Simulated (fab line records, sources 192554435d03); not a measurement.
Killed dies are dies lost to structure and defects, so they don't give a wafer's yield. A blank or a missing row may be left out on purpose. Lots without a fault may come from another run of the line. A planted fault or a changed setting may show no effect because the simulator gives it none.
Chamber matching | flow n5_finfet | N5_GATE_CUT_DESCUM_18 on rie_diel-06: 4 sister chambers
The step chemistry O2, time 7 s. 8 wafers are shown with their chamber, then 10 later ones without.

WAFERS WITH THEIR CHAMBER
wafer  | chamber | showerhead_plenum_p_Torr (Torr) | throttle_valve_pct (%)
L078.5 | 0       | 2.18                            | 20.15
L079.1 | 2       | 2.13                            | 20.66
L081.5 | 1       | 1.94                            | 20.45
L083.1 | 3       | 2.16                            | 20.26
L083.5 | 2       | 2.13                            | 20.68
L083.6 | 3       | 2.16                            | 20.25
L084.1 | 0       | 2.17                            | 20.18
L084.3 | 1       | 1.94                            | 20.46

WAFERS WITHOUT THEIR CHAMBER
wafer  | showerhead_plenum_p_Torr (Torr) | throttle_valve_pct (%)
L084.6 | 2.13                            | 20.69
L088.1 | 2.16                            | 20.27
L088.2 | 1.93                            | 20.46
L088.5 | 2.12                            | 20.69
L089.1 | 2.12                            | 20.70
L089.3 | 2.17                            | 20.17
L089.4 | 1.93                            | 20.47
L094.1 | 2.12                            | 20.72
L094.5 | 2.16                            | 20.19
L094.6 | 1.93                            | 20.47

WHICH CHAMBER EACH WENT THROUGH
wafer  | from the rows above     | in truth
L084.6 | 2                       | 2
L088.1 | 3                       | 3
L088.2 | 1                       | 1
L088.5 | 2                       | 2
L089.1 | 2                       | 2
L089.3 | 0                       | 0
L089.4 | 1                       | 1
L094.1 | 2                       | 2
L094.5 | can't be placed: 0 or 3 | 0
L094.6 | 1                       | 1
Placed correctly: 9 of 10. Can't be placed from these rows: 1 (the true chamber is among the candidates in 1). Placed wrongly: 0.
How it was worked out, from the rows above alone: a wafer's distance from a chamber is the root of the sum, over the readings, of the square of ((its reading less the chamber's mean) divided by the reading's scatter). The wafer belongs to the nearest chamber; if the next one is less than 2 further off, it can't be placed. A chamber's mean is the mean of its shown wafers. The scatter: the root of (the sum of the squares of (reading less its chamber's mean) over the shown wafers, divided by (wafers less chambers)).
